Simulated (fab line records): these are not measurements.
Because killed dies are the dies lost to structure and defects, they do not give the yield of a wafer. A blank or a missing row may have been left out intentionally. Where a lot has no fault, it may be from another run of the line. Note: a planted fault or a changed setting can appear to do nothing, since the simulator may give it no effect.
Chamber matching	flow n5 finfet	N5_BEOL_M6_STRIP_67 on rie diel-02 has 4 sister chambers
The step strips in CF4. 7 wafers are shown with their chamber, then 8 later ones without.

EACH WAFER AND ITS CHAMBER
wafer	chamber	drypump motor current A (A)	throttle valve pct (%)
L074.6	3	5.1	14.08
L079.4	1	5.5	13.87
L086.2	3	5.1	14.13
L088.2	2	6.5	13.71
L088.3	0	5.3	13.10
L088.5	0	5.2	13.11
L092.1	2	6.5	13.73

WAFERS WITH NO CHAMBER GIVEN
wafer	drypump motor current A (A)	throttle valve pct (%)
L092.4	5.1	13.58
L092.6	6.5	13.73
L093.1	5.1	13.58
L093.4	5.2	13.15
L093.5	5.1	13.58
L096.2	6.5	13.76
L096.3	5.5	13.38
L096.6	5.5	13.39

WHICH CHAMBER EACH WENT THROUGH
wafer	from the rows above	in truth
L092.4	1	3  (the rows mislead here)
L092.6	2	2
L093.1	1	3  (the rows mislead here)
L093.4	0	0
L093.5	1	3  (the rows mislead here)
L096.2	2	2
L096.3	0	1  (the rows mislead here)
L096.6	0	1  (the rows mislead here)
Correct placement for 3 of the 8. From these rows, 0 cannot be placed. Wrongly placed: 5.
How it was worked out, from the rows above alone: a wafer's distance from a chamber is the root of the sum, over the readings, of the square of ((its reading less the chamber's mean) divided by the reading's scatter). The wafer belongs to the nearest chamber; if the next one is less than 2 further off, it can't be placed. A chamber's mean is the mean of its shown wafers. The scatter: the root of (the sum of the squares of (reading less its chamber's mean) over the shown wafers, divided by (wafers less chambers)).
